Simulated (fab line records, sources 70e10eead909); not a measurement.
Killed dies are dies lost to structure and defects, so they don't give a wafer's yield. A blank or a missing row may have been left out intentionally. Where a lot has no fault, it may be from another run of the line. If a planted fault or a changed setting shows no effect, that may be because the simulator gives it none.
The tool behind it: which one? | flow nand-harc | 45 wafers from 15 lots sampled at 4 of the route's 1159 steps

== WHAT EACH GAUGE READ, for each wafer ==
The record holds no reading of a measuring or inspecting step that can be judged against a usual standard deviation.

== WHAT TOOL EACH LOT RAN ON (gives the tool, then ch and the chambers of the sampled wafers, and finally the start) ==
lot  | NHARC_A_SLIT_ETCH_15                          | NHARC_A_SLIT_STRIP_18                         | NHARC_A_WL_FILL_ETCHBACK_04       | NHARC_A_WL_FILL_ETCHBACK_16
L540 | rie-diel-06 ch 0,1,2, day 15 09:53 or earlier | rie-diel-10 ch 0,1,2, day 15 09:53 or earlier | rie-metal-03 ch 0,1, day 15 09:53 | rie-diel-05 ch 0,1,3, day 15 18:03
L538 | rie-diel-11 ch 0,2, day 15 10:44 or earlier   | rie-diel-11 ch 0,1,2, day 15 10:44 or earlier | rie-metal-02 ch 0,1, day 15 10:44 | rie-diel-08 ch 1,3, day 15 23:55
L537 | rie-diel-10 ch 0,1,2, day 15 12:41 or earlier | rie-diel-10 ch 0,1,2, day 15 12:41 or earlier | rie-metal-01 ch 0,1, day 15 12:41 | rie-diel-12 ch 0,2,3, day 15 23:58
L536 | rie-diel-06 ch 1,2, day 15 15:48 or earlier   | rie-diel-11 ch 1,2, day 15 15:48 or earlier   | rie-metal-02 ch 0,1, day 15 15:48 | rie-diel-08 ch 0,1,2, day 16 02:54
L539 | rie-diel-11 ch 0,2,3, day 15 18:17 or earlier | rie-diel-11 ch 0,2,3, day 15 18:17 or earlier | rie-metal-03 ch 0,1, day 15 18:17 | rie-diel-05 ch 1,2,3, day 16 04:32
L544 | rie-diel-10 ch 1,3, day 17 03:56 or earlier   | rie-diel-06 ch 0,1,2, day 17 03:56 or earlier | rie-metal-01 ch 0,1, day 17 03:56 | rie-diel-05 ch 1,3, day 17 15:16
L546 | rie-diel-10 ch 0,1,2, day 17 13:25 or earlier | rie-diel-11 ch 0,2,3, day 17 13:25 or earlier | rie-metal-01 ch 0, day 17 13:25   | rie-diel-05 ch 0,1,3, day 17 23:57
L547 | rie-diel-06 ch 0,2,3, day 17 23:55 or earlier | rie-diel-11 ch 0,1,3, day 17 23:55 or earlier | rie-metal-01 ch 0, day 17 23:55   | rie-diel-05 ch 1,2,3, day 18 10:26
L552 | rie-diel-06 ch 0,3, day 19 00:40 or earlier   | rie-diel-11 ch 1,2,3, day 19 00:40 or earlier | rie-metal-03 ch 0,1, day 19 00:40 | rie-diel-08 ch 2,3, day 19 11:10
L554 | rie-diel-10 ch 1,2, day 19 06:40 or earlier   | rie-diel-10 ch 1,2, day 19 06:40 or earlier   | rie-metal-02 ch 0,1, day 19 06:40 | rie-diel-08 ch 1,2, day 19 17:02
L553 | rie-diel-11 ch 0,1,2, day 19 06:49 or earlier | rie-diel-11 ch 0,2, day 19 06:49 or earlier   | rie-metal-03 ch 0,1, day 19 06:49 | rie-diel-12 ch 0,2, day 19 16:53
L556 | rie-diel-11 ch 1,2,3, day 19 20:08 or earlier | rie-diel-06 ch 1,3, day 19 20:08 or earlier   | rie-metal-03 ch 0,1, day 19 20:08 | rie-diel-08 ch 1,2, day 20 06:25
L555 | rie-diel-10 ch 1,2,3, day 19 20:36 or earlier | rie-diel-11 ch 1,3, day 19 20:36 or earlier   | rie-metal-01 ch 0,1, day 19 20:36 | rie-diel-12 ch 0,1, day 20 06:28
L559 | rie-diel-11 ch 1,2, day 20 11:23 or earlier   | rie-diel-11 ch 0,2,3, day 20 11:23 or earlier | rie-metal-03 ch 0,1, day 20 11:23 | rie-diel-08 ch 1,2,3, day 20 21:14
L558 | rie-diel-06 ch 2,3, day 20 13:50 or earlier   | rie-diel-11 ch 0,1,3, day 20 13:50 or earlier | rie-metal-01 ch 0,1, day 20 13:50 | rie-diel-05 ch 1,2,3, day 21 00:09
- NHARC_A_SLIT_ETCH_15: etches the open film in O2/COS, target depth 3200 nm, time 832 s.
- NHARC_A_SLIT_STRIP_18: strips in O2.
- NHARC_A_WL_FILL_ETCHBACK_04: etches the open film in NF3, target depth 60 nm, time 120 s.
- NHARC_A_WL_FILL_ETCHBACK_16: etches the open film in C4F8/O2/Ar, target depth 88 nm, time 17.6 s.

== AS READ BY THE TOOLS THEMSELVES (means over the sampled wafers that have a number; for cases with no such wafer, the mark the record gives instead) ==
NHARC_A_SLIT_ETCH_15. Usual: drypump-motor-current-A 5.6 A, standard deviation 0.41; o2-flow-sccm 399.9 sccm, standard deviation 1.2; oes-product-au 1.000 a.u., standard deviation 0.01; rf-vpp-V 313.2 V, standard deviation 1.6; showerhead-plenum-p-Torr 3.06 Torr, standard deviation 0.094; throttle-valve-pct 28.329 %, standard deviation 0.0088.
lot  | tool        | drypump-motor-current-A (A) | o2-flow-sccm (sccm) | oes-product-au (a.u.) | rf-vpp-V (V) | showerhead-plenum-p-Torr (Torr) | throttle-valve-pct (%) | flag
L540 | rie-diel-06 | 5.6                         | 399.1               | 0.994                 | 312.7        | 3.00                            | 28.322                 |
L538 | rie-diel-11 | 5.2                         | 399.3               | 1.016                 | 312.9        | 3.07                            | 28.329                 |
L537 | rie-diel-10 | 5.6                         | 398.7               | 0.985                 | 313.7        | 3.11                            | 28.327                 |
L536 | rie-diel-06 | 6.1                         | 401.7               | 1.001                 | 312.3        | 2.96                            | 28.330                 |
L539 | rie-diel-11 | 5.5                         | 399.4               | 1.009                 | 312.5        | 3.03                            | 28.332                 |
L544 | rie-diel-10 | 5.3                         | 399.1               | 1.010                 | 312.9        | 3.05                            | 28.326                 |
L546 | rie-diel-10 | 5.7                         | 400.1               | 0.998                 | 314.2        | 3.11                            | 28.320                 |
L547 | rie-diel-06 | 5.6                         | 400.1               | 0.993                 | 313.9        | 3.06                            | 28.321                 |
L552 | rie-diel-06 | 5.7                         | 399.2               | 0.990                 | 314.9        | 3.13                            | 28.327                 |
L554 | rie-diel-10 | 5.6                         | 399.7               | 1.009                 | 314.9        | 3.18                            | 28.327                 |
L553 | rie-diel-11 | 5.4                         | 400.9               | 1.005                 | 312.8        | 3.04                            | 28.335                 |
L556 | rie-diel-11 | 5.7                         | 400.5               | 0.998                 | 311.9        | 3.01                            | 28.334                 |
L555 | rie-diel-10 | 5.4                         | 400.6               | 0.997                 | 313.4        | 3.09                            | 28.326                 |
L559 | rie-diel-11 | 5.5                         | 400.6               | 1.010                 | 311.9        | 2.97                            | 28.330                 |
L558 | rie-diel-06 | 6.1                         | 400.1               | 1.002                 | 313.5        | 3.07                            | 28.326                 |

NHARC_A_SLIT_STRIP_18. Usual: drypump-motor-current-A 5.6 A, standard deviation 0.39; o2-flow-sccm 500.0 sccm, standard deviation 1.4; oes-product-au 0.999 a.u., standard deviation 0.011; rf-vpp-V 57.7 V, standard deviation 0.94; showerhead-plenum-p-Torr 3.45 Torr, standard deviation 0.1; throttle-valve-pct 17.035 %, standard deviation 0.009.
lot  | tool        | drypump-motor-current-A (A) | o2-flow-sccm (sccm) | oes-product-au (a.u.) | rf-vpp-V (V) | showerhead-plenum-p-Torr (Torr) | throttle-valve-pct (%) | flag
L540 | rie-diel-10 | 5.6                         | 499.4               | 0.988                 | 57.6         | 3.51                            | 17.032                 |
L538 | rie-diel-11 | 5.4                         | 501.2               | 1.013                 | 57.5         | 3.45                            | 17.029                 |
L537 | rie-diel-10 | 5.6                         | 500.1               | 0.984                 | 58.5         | 3.51                            | 17.039                 |
L536 | rie-diel-11 | 5.6                         | 499.5               | 1.012                 | 57.1         | 3.42                            | 17.031                 |
L539 | rie-diel-11 | 5.5                         | 499.0               | 1.002                 | 58.4         | 3.43                            | 17.030                 |
L544 | rie-diel-06 | 5.6                         | 501.0               | 0.988                 | 58.2         | 3.39                            | 17.041                 |
L546 | rie-diel-11 | 5.5                         | 499.5               | 1.007                 | 57.5         | 3.43                            | 17.040                 |
L547 | rie-diel-11 | 5.6                         | 499.7               | 1.005                 | 57.2         | 3.48                            | 17.039                 |
L552 | rie-diel-11 | 5.7                         | 500.3               | 1.000                 | 57.3         | 3.40                            | 17.027                 |
L554 | rie-diel-10 | 5.4                         | 498.9               | 0.998                 | 58.7         | 3.53                            | 17.040                 |
L553 | rie-diel-11 | 5.3                         | 500.9               | 1.004                 | 57.3         | 3.38                            | 17.037                 |
L556 | rie-diel-06 | 6.1                         | 499.9               | 1.004                 | 58.4         | 3.49                            | 17.029                 |
L555 | rie-diel-11 | 5.8                         | 500.2               | 1.007                 | 57.6         | 3.46                            | 17.029                 |
L559 | rie-diel-11 | 5.5                         | 501.3               | 1.003                 | 57.0         | 3.42                            | 17.039                 |
L558 | rie-diel-11 | 5.6                         | 499.2               | 1.007                 | 58.1         | 3.48                            | 17.038                 |

NHARC_A_WL_FILL_ETCHBACK_04. Usual: drypump-motor-current-A 5.6 A, standard deviation 0.45; he-backside-leak-sccm 3.22 sccm, standard deviation 0.25; oes-product-au 1.001 a.u., standard deviation 0.0093; run-length-s 141.4 s, standard deviation 0.41.
lot  | tool         | drypump-motor-current-A (A) | he-backside-leak-sccm (sccm) | oes-product-au (a.u.) | run-length-s (s) | flag
L540 | rie-metal-03 | 5.4                         | 3.02                         | 1.001                 | 141.2            |
L538 | rie-metal-02 | 5.8                         | 3.49                         | 1.002                 | 141.5            |
L537 | rie-metal-01 | 5.6                         | 3.18                         | 1.008                 | 141.2            |
L536 | rie-metal-02 | 5.8                         | 3.40                         | 0.999                 | 141.7            |
L539 | rie-metal-03 | 5.5                         | 3.02                         | 0.999                 | 141.2            |
L544 | rie-metal-01 | 5.9                         | 3.25                         | 0.990                 | 141.3            |
L546 | rie-metal-01 | 5.2                         | 3.09                         | 1.008                 | 141.2            |
L547 | rie-metal-01 | 5.2                         | 3.02                         | 1.009                 | 141.2            |
L552 | rie-metal-03 | 5.4                         | 3.13                         | 1.003                 | 141.2            |
L554 | rie-metal-02 | 5.7                         | 3.28                         | 1.009                 | 142.0            |
L553 | rie-metal-03 | 5.8                         | 3.05                         | 0.990                 | 141.1            |
L556 | rie-metal-03 | 5.4                         | 3.06                         | 0.990                 | 141.2            |
L555 | rie-metal-01 | 5.9                         | 3.37                         | 0.996                 | 141.0            |
L559 | rie-metal-03 | 5.8                         | 3.12                         | 0.988                 | 141.1            |
L558 | rie-metal-01 | 5.9                         | 3.46                         | 0.990                 | 141.2            |

NHARC_A_WL_FILL_ETCHBACK_16. Usual: oes-product-au 0.97 a.u., standard deviation 0.035; rf-vpp-V 725 V, standard deviation 4.4; run-length-s 38.9 s, standard deviation 0.4.
lot  | tool        | oes-product-au (a.u.) | rf-vpp-V (V) | run-length-s (s) | flag
L540 | rie-diel-05 | 1.00                  | 724          | 39.0             |
L538 | rie-diel-08 | 0.92                  | 724          | 38.7             |
L537 | rie-diel-12 | 0.92                  | 727          | 38.9             |
L536 | rie-diel-08 | 0.95                  | 726          | 38.9             |
L539 | rie-diel-05 | 1.01                  | 725          | 39.1             |
L544 | rie-diel-05 | 0.94                  | 729          | 26.2             | OFF
L546 | rie-diel-05 | 1.00                  | 723          | 26.6             | OFF
L547 | rie-diel-05 | 1.00                  | 725          | 26.6             | OFF
L552 | rie-diel-08 | 0.92                  | 725          | 39.2             |
L554 | rie-diel-08 | 0.92                  | 723          | 39.3             |
L553 | rie-diel-12 | 1.00                  | 725          | 38.9             |
L556 | rie-diel-08 | 0.92                  | 723          | 39.1             |
L555 | rie-diel-12 | 0.92                  | 728          | 38.4             |
L559 | rie-diel-08 | 0.92                  | 724          | 38.9             |
L558 | rie-diel-05 | 0.99                  | 725          | 38.9             |

== THE ANSWER, worked out from the rows above alone ==
Rule: a lot counts as off when the mean over its wafers that have a number is more than 3 standard deviations away from the usual mean. Also off: a lot with no number at a reading for which 4 or more lots have one. Where the step has rows for the other lots, those lots are counted as sound. After the gauges, taken in route order, come the tools' own readings; for these a lot's mean is taken, as printed above. At the first step where some lot is off, the reading lying furthest off is the one used; lots without a number count as furthest.
Off at NHARC_A_WL_FILL_ETCHBACK_16 (run-length-s): L544, L546, L547.
A tool fits if, at that step or a process step before it, it ran every lot that is off, and no sound lot after the first of them. Because NHARC_A_SLIT_ETCH_15 lacks a start for some lots, the hours and order of its lots are taken from NHARC_A_WL_FILL_ETCHBACK_04. Because NHARC_A_SLIT_STRIP_18 lacks a start for some lots, the hours and order of its lots are taken from NHARC_A_WL_FILL_ETCHBACK_04. Of those tried, none fits.

== WHAT THE SIMULATOR PUT IN ==
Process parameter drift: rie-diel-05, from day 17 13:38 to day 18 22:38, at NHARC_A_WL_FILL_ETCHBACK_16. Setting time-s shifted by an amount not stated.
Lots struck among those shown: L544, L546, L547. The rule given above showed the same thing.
